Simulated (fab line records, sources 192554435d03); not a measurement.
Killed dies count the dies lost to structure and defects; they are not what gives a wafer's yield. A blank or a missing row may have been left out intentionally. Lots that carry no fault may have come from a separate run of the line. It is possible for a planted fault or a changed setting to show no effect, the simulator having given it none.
fab line records	flow n5-finfet
[record] lots = 7	wafers = 21
route steps=1938 shown BEOL_M10@1477 BEOL_M11@1543 BEOL_M12@1653 BEOL_M13@1665 BEOL_M14@1762 BEOL_M15@1773
start-h: start of the lot's first displayed wafer, in hours after the record's first day	wait-h: hours since the lot's step before	" unchanged from the row above	L1.1+2: several wafers, shown together as one row	- no value present, or no start provided	* or withheld: withheld	< > ~ a bound
route shown NAME@n: names a module that has steps shown in the file, with the first one's number in the route	usual: the fault-free wafers' mean and standard deviation	same: alike in all rows	chamber/n: place in a boat	sites: per-site readings	_std_site: how widely they spread, as a standard deviation	_edge_site: the outer-site mean with the inner-site mean subtracted	radius-mm: how far each site lies from the wafer's centre	mask NAME#n: copy n	behind: the most recent tool/chamber to have shaped the wafer	hold: the reason the lot was held/the length of the hold in hours/how it ended	device: the transistor (n, p or np) that didn't switch	end of line: tests run on the same wafers once the route is complete	a step without rows: its recipe alone	killed: dies that structure and defects cost at the first sort, which is not the same as the wafer's yield	map: the dies of a wafer, with x for killed, . for not killed, _ for no die there
set.NAME: the setting that was run; set.NAME@STEP: the one run at that earlier step	model.NAME: the simulator's own value behind a step, which no gauge read
lots where settings were altered on purpose, with a table for each step and a row for each wafer
[[steps]]
[step N5_BEOL_M10_COAT_05]
[recipe] resist = CAR-ArF	spin-rpm = 1500	resist-thk-nm = 90
lot.wafer	tool	chamber	start-h	wait-h	set.spin-rpm	model.CAR-ArF_of_BEOL_M10_COAT_05.thk-nm
L074.3+5	litho-track-04	0	-	-	1500	90
L074.4	"	0	"	"	1383	93.8
L080.1	litho-track-04	0	-	-	1500	89.8
L080.2	"	0	"	"	1620	86.2
L080.3	"	0	"	"	1620	86.4
L083.1	litho-track-04	0	-	-	1500	90
L083.4	"	0	"	"	1500	89.8
L083.6	"	0	"	"	1500	89.6
L087.2+6	litho-track-04	0	-	-	1500	90
L087.4	"	0	"	"	1500	89.6
L090.3	litho-track-05	0	-	-	1500	89.8
L090.4	"	0	"	"	1403	93
L090.6	"	0	"	"	1403	92.8
L091.1	litho-track-04	0	-	-	1366	94.2
L091.5	"	0	"	"	1500	90.2
L091.6	"	0	"	"	1366	94.4
L094.1	litho-track-04	0	-	-	1372	94.2
L094.3+4	"	0	"	"	1500	90.2
[step N5_BEOL_M10_EBR_07]
[recipe] solvent = PGMEA	ebr-width-mm = 1.5
[step N5_BEOL_M10_SOFTBAKE_06]
[recipe] temp-c = 110	time-s = 60	resist = CAR-ArF
[step N5_BEOL_M10_DESCUM_16]
[recipe] chemistry = O2	time-s = 7.9	source-power-w = 50	bias-power-w = 20	pressure-mtorr = 20	rf-frequency-hz = 2.712e+07	temp-c = 40	resist = CAR-ArF	o2-flow-sccm = 225
lot.wafer	tool	chamber	start-h	wait-h	set.spin-rpm@BEOL_M10_COAT_05	model.CAR-ArF_of_BEOL_M10_COAT_05.thk-nm
L074.3+5	rie-diel-01	3,1	214.51	0.3	1500	83.4
L074.4	"	3	"	"	1383	87.2
L080.1	rie-diel-02	3	256.94	0.0	1500	83.2
L080.2	"	1	"	"	1620	79.6
L080.3	"	2	"	"	1620	80
L083.1+4	rie-diel-02	3,0	285.99	0.2	1500	83.4
L083.6	"	0	"	"	1500	83
L087.2	rie-diel-02	2	294.11	0.0	1500	83.6
L087.4	"	1	"	"	1500	83.2
L087.6	"	1	"	"	1500	83.4
L090.3	rie-diel-02	3	313.54	0.7	1500	83.2
L090.4	"	2	"	"	1403	86.6
L090.6	"	1	"	"	1403	86.2
L091.1	rie-diel-01	1	320.34	0.6	1366	87.6
L091.5	"	2	"	"	1500	83.6
L091.6	"	0	"	"	1366	87.8
L094.1	rie-diel-01	0	343.39	0.0	1372	87.6
L094.3+4	"	1	"	"	1500	83.6
[step N5_BEOL_M11_COAT_05]
[recipe] resist = CAR-ArF	spin-rpm = 1500	resist-thk-nm = 90
lot.wafer	tool	chamber	start-h	wait-h	set.spin-rpm	model.CAR-ArF_of_BEOL_M11_COAT_05.thk-nm
L074.3	litho-track-02	0	-	-	1548	88.4
L074.4	"	0	"	"	1500	90
L074.5	"	0	"	"	1548	88.6
L080.1	litho-track-05	0	-	-	1641	85.8
L080.2	"	0	"	"	1500	89.6
L080.3	"	0	"	"	1500	89.8
L083.1	litho-track-01	0	-	-	1500	90
L083.4	"	0	"	"	1500	90.2
L083.6	"	0	"	"	1500	90.4
L087.2	litho-track-02	0	-	-	1354	94.2
L087.4	"	0	"	"	1354	93.8
L087.6	"	0	"	"	1500	89.4
L090.3+6	litho-track-05	0	-	-	1661	85.2
L090.4	"	0	"	"	1500	89.8
L091.1	litho-track-02	0	-	-	1395	93.6
L091.5	"	0	"	"	1395	93.4
L091.6	"	0	"	"	1500	89.8
L094.1+3+4	litho-track-01	0	-	-	1500	90.4
[step N5_BEOL_M12_CMP_49]
[recipe] stop-on = SiOC	t-overpolish-s = 20.6	down-force-psi = 1	platen-rpm = 50	clearing-platen-down-force-psi = 1.5	clearing-platen-rpm = 50	post-cmp-clean = cu-alkaline	target-thk-nm = 320	clearing-platen-pad-velocity-m-s = 0.99484	pad-velocity-m-s = 0.99484
[usual] barrier-field-endpoint-s = 30.4/0.58
lot.wafer	tool	chamber	start-h	wait-h	set.down-force-psi	barrier-field-endpoint-s
L074.3	cmp-03	1	234.09	0.2	1	30.5
L074.4	"	2	"	"	0.8975	34.9
L074.5	"	1	"	"	0.8975	34.1
L080.2	cmp-03	2	273.11	0.2	1	29.6
L080.1	"	0	"	"	1	29.9
L080.3	"	1	"	"	1	29.7
L083.1	cmp-04	0	305.02	0.5	1	30.5
L083.4	"	3	"	"	1	30.6
L083.6	"	1	"	"	1	31.0
L087.4	cmp-02	3	315.49	0.1	1	30.1
L087.2	"	0	"	"	1	30.6
L087.6	"	0	"	"	1	29.6
L090.3	cmp-04	3	333.88	0.3	1	29.6
L090.4	"	2	"	"	0.9406	31.1
L090.6	"	0	"	"	0.9406	30.9
L091.1	cmp-02	2	341.29	0.4	0.8338	36.6
L091.6	"	3	"	"	1	29.9
L091.5	"	0	"	"	1	30.8
L094.3	cmp-03	0	364.83	0.2	0.831	37.1
L094.4	"	2	"	"	0.831	38.3
L094.1	"	3	"	"	1	30.9
[step N5_BEOL_M13_EXPOSE_07]
[recipe] mask-id = V12	na = 0.93	source-shape = conventional	sigma-outer = 0.6	polarization = unpolarized	attpsm-phase-deg = 180	dose-mj = 24.8
lot.wafer	tool	chamber	start-h	wait-h	mask	set.dose-mj
L074.3+4	krf-scanner-01	0	234.84	-	V12#0	26.37
L074.5	"	0	"	"	V12#0	24.8
L080.1+2+3	krf-scanner-01	0	273.88	-	V12#0	24.8
L083.1+4+6	krf-scanner-01	0	305.78	-	V12#0	24.8
L087.2+4+6	krf-scanner-01	0	316.38	-	V12#0	24.8
L090.3+6	krf-scanner-01	0	334.69	-	V12#0	25.5
L090.4	"	0	"	"	V12#0	24.8
L091.1+5+6	krf-scanner-01	0	341.94	-	V12#0	24.8
L094.1+3+4	krf-scanner-01	0	365.62	-	V12#0	24.8
[step N5_BEOL_M13_PEB_08]
[recipe] peb-temp-c = 130	peb-time-s = 90
[step N5_BEOL_M13_DEVELOP_09]
[recipe] develop-time-s = 45	rinse-liquid = diw	dry = air-spin	dev-temp-c = 21
[step N5_BEOL_M13_HARDBAKE_14]
[recipe] temp-c = 130	time-s = 120
[step N5_BEOL_M13_CD_MEAS_10]
[recipe] target-cd-nm = 190	landing-energy-ev = 500	detector = se-inlens	polarity = opening
[usual] cd-nm = 189.7/1.5
lot.wafer	tool	chamber	start-h	wait-h	set.dose-mj@BEOL_M13_EXPOSE_07	cd-nm
L074.3	cd-sem-02	0	235.00	-	26.37	193.4
L074.4	"	0	"	"	26.37	195.2
L074.5	"	0	"	"	24.8	187.6
L080.1	cd-sem-01	0	274.05	-	24.8	190.3
L080.2	"	0	"	"	24.8	189.9
L080.3	"	0	"	"	24.8	190.0
L083.1	cd-sem-03	0	305.96	-	24.8	189.3
L083.4	"	0	"	"	24.8	189.2
L083.6	"	0	"	"	24.8	188.8
L087.2	cd-sem-01	0	316.55	-	24.8	187.8
L087.4	"	0	"	"	24.8	188.4
L087.6	"	0	"	"	24.8	188.5
L090.3	cd-sem-02	0	334.85	-	25.5	194.6
L090.4	"	0	"	"	24.8	191.9
L090.6	"	0	"	"	25.5	194.8
L091.1	cd-sem-02	0	342.11	-	24.8	190.8
L091.5	"	0	"	"	24.8	190.7
L091.6	"	0	"	"	24.8	190.4
L094.1	cd-sem-01	0	365.79	-	24.8	190.7
L094.3	"	0	"	"	24.8	191.0
L094.4	"	0	"	"	24.8	191.0
[step N5_BEOL_M13_STRIP_71]
[recipe] chemistry = post-etch-residue-remover	time-s = 60	temp-c = 25	remover-ph = withheld	remover-water-wt-pct = withheld	remover-fluoride-wt-pct = withheld
[step N5_BEOL_M13_SRD_72]
[recipe] time-s = 30	temp-c = 23	rinse-liquid = diw	dry = n2-spin	spin-rpm = 1500	dry-time-s = 30
[step N5_BEOL_M13_CD_MEAS_17]
[recipe] target-cd-nm = 190	polarity = opening
[usual] cd-nm = 189.8/1.8
lot.wafer	tool	chamber	start-h	wait-h	set.dose-mj@BEOL_M13_EXPOSE_07	cd-nm
L074.3	cd-sem-01	-	235.72	0.0	26.37	192.5
L074.4	"	-	"	"	26.37	195.0
L074.5	"	-	"	"	24.8	187.9
L080.1	cd-sem-01	-	274.67	0.0	24.8	189.3
L080.2	"	-	"	"	24.8	189.1
L080.3	"	-	"	"	24.8	190.4
L083.1	cd-sem-03	-	306.59	0.0	24.8	190.1
L083.4	"	-	"	"	24.8	190.5
L083.6	"	-	"	"	24.8	189.4
L087.2	cd-sem-01	-	317.24	0.0	24.8	187.7
L087.4	"	-	"	"	24.8	187.6
L087.6	"	-	"	"	24.8	187.5
L090.3	cd-sem-01	-	335.48	0.0	25.5	194.2
L090.4	"	-	"	"	24.8	192.4
L090.6	"	-	"	"	25.5	194.4
L091.1	cd-sem-02	-	342.73	0.0	24.8	191.7
L091.5	"	-	"	"	24.8	191.1
L091.6	"	-	"	"	24.8	190.4
L094.1	cd-sem-03	-	366.41	0.0	24.8	190.6
L094.3	"	-	"	"	24.8	191.3
L094.4	"	-	"	"	24.8	191.5
[step N5_BEOL_M13_TRENCH_ETCH_34]
[recipe] chemistry = C4F8/O2/Ar	target = SiOC	target-depth-a = 4134.7	mask-material = SOC	pressure-mtorr = 30	source-w = 3000	bias-w = 700	Ar_flow_sccm = 400	C4F8_flow_sccm = 15	O2_flow_sccm = 8	he-inner-torr = 15	he-outer-torr = 30	time-s = 162.6	ion-energy-ev = 250
lot.wafer	tool	chamber	start-h	wait-h	set.time-s	model.etch.depth-nm
L074.3	rie-diel-06	0	236.66	0.0	162.6	404.8
L074.4	"	1	"	"	162.6	407.9
L074.5	"	0	"	"	162.6	403.5
L080.1	rie-diel-03	0	275.69	0.0	162.6	416.6
L080.2	"	1	"	"	162.6	404.1
L080.3	"	2	"	"	162.6	422.2
L083.1	rie-diel-04	3	307.53	0.0	162.6	411.4
L083.4	"	0	"	"	162.6	424.3
L083.6	"	2	"	"	162.6	410.6
L087.2	rie-diel-04	3	318.18	0.0	188.7	469.9
L087.4	"	2	"	"	162.6	404.9
L087.6	"	3	"	"	188.7	472.2
L090.3	rie-diel-04	3	336.42	0.0	162.6	412.8
L090.4	"	0	"	"	162.6	418.6
L090.6	"	3	"	"	177	447.2
L091.1	rie-diel-06	0	343.55	0.0	129.4	329.6
L091.5	"	3	"	"	162.6	410.5
L091.6	"	2	"	"	129.4	324.5
L094.1	rie-diel-03	3	367.91	0.0	126.9	320.2
L094.3	"	1	"	"	126.9	315.2
L094.4	"	0	"	"	162.6	420.3
[step N5_BEOL_M13_STRIP_70]
[recipe] chemistry = C4F8/O2/Ar	resist = SiARC	rf-frequency-hz = 6e+07
[step N5_BEOL_M13_OCD_MEAS_35]
[usual] trench-depth-nm = 413/5.7
lot.wafer	tool	chamber	start-h	wait-h	set.time-s@BEOL_M13_TRENCH_ETCH_34	trench-depth-nm
L074.3	ocd-01	-	236.84	0.0	162.6	405
L074.4	"	-	"	"	162.6	408
L074.5	"	-	"	"	162.6	403
L080.1	ocd-02	-	275.86	0.0	162.6	416
L080.2	"	-	"	"	162.6	403
L080.3	"	-	"	"	162.6	422
L083.1	ocd-01	-	307.71	0.0	162.6	411
L083.4	"	-	"	"	162.6	424
L083.6	"	-	"	"	162.6	411
L087.2	ocd-01	-	318.36	0.0	188.7	470
L087.4	"	-	"	"	162.6	405
L087.6	"	-	"	"	188.7	472
L090.3	ocd-02	-	336.60	0.0	162.6	413
L090.4	"	-	"	"	162.6	418
L090.6	"	-	"	"	177	447
L091.1	ocd-01	-	343.73	0.0	129.4	329
L091.5	"	-	"	"	162.6	411
L091.6	"	-	"	"	129.4	324
L094.1	ocd-02	-	368.09	0.0	126.9	321
L094.3	"	-	"	"	126.9	315
L094.4	"	-	"	"	162.6	420
[step N5_BEOL_M13_STRIP_37]
[recipe] chemistry = N2/H2	power-w = 1000	temp-c = 250	h2-frac = 0.65	overash-fraction = 0.3	pressure-mtorr = withheld	n2-flow-sccm = 1750	h2-flow-sccm = 3250
[step N5_BEOL_M13_ETCH_38]
[recipe] chemistry = CF4/N2	target = SiCN	target-depth-a = 675	taper-deg = 2	time-s = 71.9	ion-energy-ev = 150	mask-material = SiO2	pressure-mtorr = 40	source-w = 430	bias-w = 70	Ar_flow_sccm = 100	cf4-flow-sccm = 60	n2-flow-sccm = 60
[step N5_BEOL_M13_ECD_47]
[recipe] material = Cu	target-thk-a = 9360
[step N5_BEOL_M13_ANNEAL_48]
[recipe] temp-c = 225	time-s = 90	ambient = N2
[step N5_BEOL_M13_CMP_49]
[recipe] stop-on = SiOC	t-overpolish-s = 17.1	down-force-psi = 1	platen-rpm = 50	clearing-platen-down-force-psi = 1.5	clearing-platen-rpm = 50	post-cmp-clean = cu-alkaline	target-thk-nm = 420	clearing-platen-pad-velocity-m-s = 0.99484	pad-velocity-m-s = 0.99484
lot.wafer	tool	chamber	start-h	wait-h	set.time-s@BEOL_M13_TRENCH_ETCH_34	model.Cu_of_BEOL_M13_ECD_47.thk-nm
L074.4	cmp-01	2	238.32	0.1	162.6	414.6
L074.3	"	1	"	"	162.6	410.8
L074.5	"	3	"	"	162.6	410.6
L080.2	cmp-01	2	277.44	0.2	162.6	410.8
L080.1	"	0	"	"	162.6	422.4
L080.3	"	1	"	"	162.6	430
L083.1	cmp-01	0	313.57	0.3	162.6	417
L083.4	"	1	"	"	162.6	429.6
L083.6	"	3	"	"	162.6	418
L087.2+6	cmp-04	1	322.08	0.2	188.7	477.6
L087.4	"	2	"	"	162.6	410.6
L090.3	cmp-02	0	337.85	0.2	162.6	421.2
L090.4	"	1	"	"	162.6	426
L090.6	"	0	"	"	177	456
L091.1	cmp-04	2	345.25	0.3	129.4	335.8
L091.5	"	1	"	"	162.6	418.2
L091.6	"	2	"	"	129.4	329.8
L094.4	cmp-04	3	369.72	0.3	162.6	428
L094.3	"	0	"	"	126.9	323.2
L094.1	"	1	"	"	126.9	328.8
[step N5_BEOL_M13_THK_MEAS_50]
[recipe] thk-meas-gauge = xrf	reads = Cu_of_BEOL_M13_ECD_47
[usual] M13_THK = 413/6.9
lot.wafer	tool	chamber	start-h	wait-h	set.time-s@BEOL_M13_TRENCH_ETCH_34	M13_THK[nm]
L074.3	film-metro-01	-	238.62	-	162.6	405
L074.4	"	-	"	"	162.6	413
L074.5	"	-	"	"	162.6	406
L080.1	film-metro-02	-	277.74	-	162.6	408
L080.2	"	-	"	"	162.6	396
L080.3	"	-	"	"	162.6	414
L083.1	film-metro-02	-	313.82	-	162.6	409
L083.4	"	-	"	"	162.6	418
L083.6	"	-	"	"	162.6	408
L087.2	film-metro-02	-	322.34	-	188.7	466
L087.4	"	-	"	"	162.6	401
L087.6	"	-	"	"	188.7	465
L090.3	film-metro-01	-	338.14	-	162.6	421
L090.4	"	-	"	"	162.6	426
L090.6	"	-	"	"	177	458
L091.1	film-metro-01	-	345.50	-	129.4	334
L091.5	"	-	"	"	162.6	415
L091.6	"	-	"	"	129.4	327
L094.1	film-metro-02	-	370.01	-	126.9	322
L094.3	"	-	"	"	126.9	315
L094.4	"	-	"	"	162.6	417
[step N5_BEOL_M13_PRE_CLEAN_52]
[recipe] gas = NH3	time-s = 15	temp-c = withheld	rf-power-w = 300
[step N5_BEOL_M13_DEP_53]
[recipe] material = SiCN	target-thk-a = 500	temp-c = withheld	precursor = 3MS/NH3	pressure-torr = 3	rf-w = 675	time-s = 17.8
[step N5_BEOL_M13_RS_MEAS_54]
[recipe] thk-meas-gauge = four-point-probe	reads = Cu_of_BEOL_M13_ECD_47+Ta_of_BEOL_M13_SPUTTER_44+TaN_of_BEOL_M13_SPUTTER_43
[usual] M13_RS = 0.0449/0.00064
lot.wafer	tool	chamber	start-h	wait-h	set.time-s@BEOL_M13_TRENCH_ETCH_34	M13_RS[ohm/sq]
L074.3	film-metro-02	-	238.74	0.1	162.6	0.0460
L074.4	"	-	"	"	162.6	0.0455
L074.5	"	-	"	"	162.6	0.0461
L080.1	film-metro-02	-	277.86	0.0	162.6	0.0448
L080.2	"	-	"	"	162.6	0.0459
L080.3	"	-	"	"	162.6	0.0439
L083.1	film-metro-02	-	313.95	0.0	162.6	0.0452
L083.4	"	-	"	"	162.6	0.0439
L083.6	"	-	"	"	162.6	0.0452
L087.2	film-metro-02	-	322.47	0.1	188.7	0.0393
L087.4	"	-	"	"	162.6	0.0459
L087.6	"	-	"	"	188.7	0.0393
L090.3	film-metro-02	-	338.28	0.1	162.6	0.0448
L090.4	"	-	"	"	162.6	0.0442
L090.6	"	-	"	"	177	0.0413
L091.1	film-metro-01	-	345.63	0.0	129.4	0.0566
L091.5	"	-	"	"	162.6	0.0452
L091.6	"	-	"	"	129.4	0.0577
L094.1	film-metro-01	-	370.14	0.0	126.9	0.0577
L094.3	"	-	"	"	126.9	0.0588
L094.4	"	-	"	"	162.6	0.0440
[step N5_BEOL_M14_SPUTTER_43]
[recipe] material = TaN	target-thk-a = 150	temp-c = 50	bias-v = 168.6	power-w = 15000	chamber-pressure-pa = 0.12	time-s = 24.19
lot.wafer	tool	chamber	start-h	wait-h	set.time-s	model.TaN_of_BEOL_M14_SPUTTER_43.thk-nm
L074.3+4	pvd-sputter-01	-	241.81	0.0	27.62	17.2
L074.5	"	-	"	"	24.19	15.2
L080.1+2	pvd-sputter-01	-	282.55	0.0	24.19	15
L080.3	"	-	"	"	24.19	15.2
L083.1+4+6	pvd-sputter-01	-	320.60	0.0	24.19	14.8
L087.2	pvd-sputter-03	-	327.79	0.0	25.23	15.8
L087.4	"	-	"	"	24.19	15.2
L087.6	"	-	"	"	24.19	15
L090.3	pvd-sputter-02	-	341.73	0.0	26.8	16.6
L090.4	"	-	"	"	24.19	15
L090.6	"	-	"	"	24.19	14.8
L091.1+5	pvd-sputter-02	-	350.03	0.0	26.1	16.4
L091.6	"	-	"	"	24.19	15.2
L094.1	pvd-sputter-03	-	374.81	0.0	27.17	16.8
L094.3	"	-	"	"	24.19	15
L094.4	"	-	"	"	27.17	17
[step N5_BEOL_M15_ILD_DEP_00]
[recipe] material = SiO2	target-thk-a = 16293	temp-c = 400	precursor = TEOS/O2	pressure-torr = 6.5	rf-w = 900	teos-flow-sccm = 161.4	gas = O2	flow-sccm = 2650	time-s = 346.1
lot.wafer	tool	chamber	start-h	wait-h	set.temp-c	model.SiO2_of_BEOL_M15_ILD_DEP_00.thk-nm
L074.3	pecvd-04	2	243.64	0.0	395.2	1695
L074.4	"	1	"	"	400	1649
L074.5	"	0	"	"	395.2	1719
L080.1	pecvd-03	2	283.80	0.0	392.3	1670
L080.2	"	0	"	"	400	1620
L080.3	"	1	"	"	392.3	1699
L083.1	pecvd-04	1	322.13	0.0	400	1617
L083.4	"	0	"	"	400	1633
L083.6	"	2	"	"	400	1654
L087.2	pecvd-03	1	329.11	0.0	400	1611
L087.4	"	1	"	"	400	1650
L087.6	"	2	"	"	397.1	1657
L090.3	pecvd-03	0	343.10	0.0	400	1622
L090.4	"	1	"	"	400	1625
L090.6	"	0	"	"	400	1638
L091.1	pecvd-03	2	352.09	0.0	400	1588
L091.5	"	1	"	"	400	1624
L091.6	"	2	"	"	392.8	1697
L094.1	pecvd-03	0	376.06	0.0	400	1627
L094.3	"	1	"	"	400	1637
L094.4	"	0	"	"	400	1636
[step N5_BEOL_M15_THK_MEAS_01]
[recipe] reads = SiO2_of_BEOL_M15_ILD_DEP_00
[usual] M15_ILD_THK = 1625/21
lot.wafer	tool	chamber	start-h	wait-h	set.temp-c@BEOL_M15_ILD_DEP_00	M15_ILD_THK[nm]
L074.3	film-metro-01	-	243.89	0.1	395.2	1696
L074.4	"	-	"	"	400	1650
L074.5	"	-	"	"	395.2	1719
L080.1	film-metro-01	-	284.05	0.1	392.3	1670
L080.2	"	-	"	"	400	1620
L080.3	"	-	"	"	392.3	1698
L083.1	film-metro-01	-	322.38	0.1	400	1618
L083.4	"	-	"	"	400	1633
L083.6	"	-	"	"	400	1653
L087.2	film-metro-02	-	329.36	0.1	400	1611
L087.4	"	-	"	"	400	1651
L087.6	"	-	"	"	397.1	1657
L090.3	film-metro-02	-	343.35	0.1	400	1622
L090.4	"	-	"	"	400	1625
L090.6	"	-	"	"	400	1637
L091.1	film-metro-02	-	352.34	0.1	400	1588
L091.5	"	-	"	"	400	1624
L091.6	"	-	"	"	392.8	1697
L094.1	film-metro-02	-	376.42	0.2	400	1627
L094.3	"	-	"	"	400	1638
L094.4	"	-	"	"	400	1636
[step N5_BEOL_M15_COAT_58]
[recipe] resist = BARC	temp-c = 205	time-s = 60	spin-rpm = 1500	resist-thk-nm = 89
[step N5_BEOL_M15_COAT_04]
[recipe] spin-rpm = 1704	resist-thk-nm = 800
[step N5_BEOL_M15_DESCUM_15]
[recipe] chemistry = O2	time-s = 7.9	source-power-w = 50	bias-power-w = 20	pressure-mtorr = 20	rf-frequency-hz = 2.712e+07	temp-c = 40	o2-flow-sccm = 225
[step N5_BEOL_M15_ETCH_59]
[recipe] chemistry = N2/H2	target = BARC	target-depth-a = 890	overetch-a = 267	time-s = 67.9	ion-energy-ev = 200	pressure-mtorr = 30	source-w = 840	bias-w = 150	n2-flow-sccm = 200	h2-flow-sccm = 200
[step N5_BEOL_M15_VIA_ETCH_16]
[recipe] chemistry = C4F8/O2/Ar	target = SiO2	he-inner-torr = 15	he-outer-torr = 30	target-depth-a = 17922	time-s = withheld	ion-energy-ev = 800	pressure-mtorr = 20	source-w = 1905	bias-w = 2040	Ar_flow_sccm = 400	C4F8_flow_sccm = 16	O2_flow_sccm = 12	ends = cleared
lot.wafer	tool	chamber	start-h	wait-h	set.temp-c@BEOL_M15_ILD_DEP_00	model.etch.depth-nm
L074.3	rie-diel-04	3	244.49	0.0	395.2	1695
L074.4	"	2	"	"	400	1649
L074.5	"	2	"	"	395.2	1719
L080.1	rie-diel-04	2	284.53	0.0	392.3	1670
L080.2	"	3	"	"	400	1620
L080.3	"	1	"	"	392.3	1699
L083.1	rie-diel-06	1	323.33	0.0	400	1617
L083.4	"	3	"	"	400	1633
L083.6	"	0	"	"	400	1654
L087.2	rie-diel-06	2	329.96	0.0	400	1611
L087.4	"	3	"	"	400	1650
L087.6	"	2	"	"	397.1	1657
L090.3	rie-diel-06	0	343.83	0.0	400	1622
L090.4	"	3	"	"	400	1625
L090.6	"	3	"	"	400	1638
L091.1	rie-diel-03	0	353.11	0.0	400	1588
L091.5	"	3	"	"	400	1624
L091.6	"	2	"	"	392.8	1697
L094.1	rie-diel-04	0	377.16	0.0	400	1627
L094.3	"	2	"	"	400	1637
L094.4	"	3	"	"	400	1636
[[key]]
[split] step = N5_BEOL_M10_COAT_05	setting = spin-rpm	stated = 1500	by = wafer
[response] step = N5_BEOL_M10_COAT_05	reading = model.CAR-ArF_of_BEOL_M10_COAT_05.thk-nm	change = -0.465	per = 1%	r = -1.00
[response] step = N5_BEOL_M10_DESCUM_16	reading = model.CAR-ArF_of_BEOL_M10_COAT_05.thk-nm	change = -0.464	per = 1%	r = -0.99
[split] step = N5_BEOL_M11_COAT_05	setting = spin-rpm	stated = 1500	by = wafer
[response] step = N5_BEOL_M11_COAT_05	reading = model.CAR-ArF_of_BEOL_M11_COAT_05.thk-nm	change = -0.452	per = 1%	r = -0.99
[split] step = N5_BEOL_M12_CMP_49	setting = down-force-psi	stated = 1	by = wafer
[response] step = N5_BEOL_M12_CMP_49	reading = barrier-field-endpoint-s	change = -0.381	per = 1%	r = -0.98
[split] step = N5_BEOL_M13_EXPOSE_07	setting = dose-mj	stated = 24.8	by = wafer
[response] step = N5_BEOL_M13_CD_MEAS_10	reading = cd-nm	change = +1.05	per = 1%	r = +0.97
[response] step = N5_BEOL_M13_CD_MEAS_17	reading = cd-nm	change = +0.882	per = 1%	r = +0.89
[split] step = N5_BEOL_M13_TRENCH_ETCH_34	setting = time-s	stated = 162.6	by = wafer
[response] step = N5_BEOL_M13_TRENCH_ETCH_34	reading = model.etch.depth-nm	change = +4.29	per = 1%	r = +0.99
[response] step = N5_BEOL_M13_OCD_MEAS_35	reading = trench-depth-nm	change = +4.29	per = 1%	r = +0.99
[response] step = N5_BEOL_M13_CMP_49	reading = model.Cu_of_BEOL_M13_ECD_47.thk-nm	change = +4.33	per = 1%	r = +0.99
[response] step = N5_BEOL_M13_THK_MEAS_50	reading = M13_THK	change = +4.23	per = 1%	r = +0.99
[response] step = N5_BEOL_M13_RS_MEAS_54	reading = M13_RS	change = -0.000561	per = 1%	r = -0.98
[split] step = N5_BEOL_M14_SPUTTER_43	setting = time-s	stated = 24.19	by = wafer
[response] step = N5_BEOL_M14_SPUTTER_43	reading = model.TaN_of_BEOL_M14_SPUTTER_43.thk-nm	change = +0.15	per = 1%	r = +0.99
[split] step = N5_BEOL_M15_ILD_DEP_00	setting = temp-c	stated = 400	by = wafer
[response] step = N5_BEOL_M15_ILD_DEP_00	reading = model.SiO2_of_BEOL_M15_ILD_DEP_00.thk-nm	change = -42.4	per = 1%	r = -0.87
[response] step = N5_BEOL_M15_THK_MEAS_01	reading = M15_ILD_THK	change = -42.2	per = 1%	r = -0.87
[response] step = N5_BEOL_M15_VIA_ETCH_16	reading = model.etch.depth-nm	change = -42.3	per = 1%	r = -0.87
